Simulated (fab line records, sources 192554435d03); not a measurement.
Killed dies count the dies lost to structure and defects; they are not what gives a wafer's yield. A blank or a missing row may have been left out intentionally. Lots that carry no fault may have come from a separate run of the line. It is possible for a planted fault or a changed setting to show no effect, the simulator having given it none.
Chamber matching :: flow n5 finfet :: 4 sister chambers for N5_PMOS_HMC_CHANNEL_EPI_ETCH_38 on rie si-04
The step etches SiO2 in CF4, target depth 1.5 nm. 4 wafers are shown with their chamber, then 10 later ones without.

== WAFERS, EACH WITH ITS CHAMBER ==
wafer: L089.2
chamber: 3
throttle valve pct (%): 21.85

wafer: L091.4
chamber: 2
throttle valve pct (%): 21.92

wafer: L092.2
chamber: 1
throttle valve pct (%): 21.72

wafer: L092.3
chamber: 0
throttle valve pct (%): 22.22

== WAFERS WITHOUT THEIR CHAMBER ==
wafer: L092.5
throttle valve pct (%): 21.72

wafer: L093.1
throttle valve pct (%): 21.76

wafer: L093.3
throttle valve pct (%): 21.93

wafer: L093.6
throttle valve pct (%): 22.22

wafer: L094.2
throttle valve pct (%): 21.75

wafer: L094.3
throttle valve pct (%): 22.23

wafer: L094.5
throttle valve pct (%): 21.74

wafer: L095.3
throttle valve pct (%): 21.86

wafer: L095.4
throttle valve pct (%): 21.74

wafer: L095.5
throttle valve pct (%): 21.94

== WHICH CHAMBER EACH ONE RAN IN ==
wafer: L092.5
from the rows above: 1
in truth: 1

wafer: L093.1
from the rows above: 1
in truth: 1

wafer: L093.3
from the rows above: 2
in truth: 2

wafer: L093.6
from the rows above: 0
in truth: 0

wafer: L094.2
from the rows above: 1
in truth: 1

wafer: L094.3
from the rows above: 0
in truth: 0

wafer: L094.5
from the rows above: 1
in truth: 1

wafer: L095.3
from the rows above: 3
in truth: 3

wafer: L095.4
from the rows above: 1
in truth: 1

wafer: L095.5
from the rows above: 2
in truth: 2
10 of 10 placed correctly. From these rows, 0 cannot be placed. 0 placed wrongly.
How it was worked out, from the rows above alone: a wafer's distance from a chamber is the root of the sum, over the readings, of the square of ((its reading less the chamber's mean) divided by the reading's scatter). The wafer belongs to the nearest chamber; if the next one is less than 2 further off, it can't be placed. A chamber's mean is the mean of its shown wafers. The scatter: root of mean squared gap, hidden wafer to nearest shown wafer, with one shown wafer a chamber.
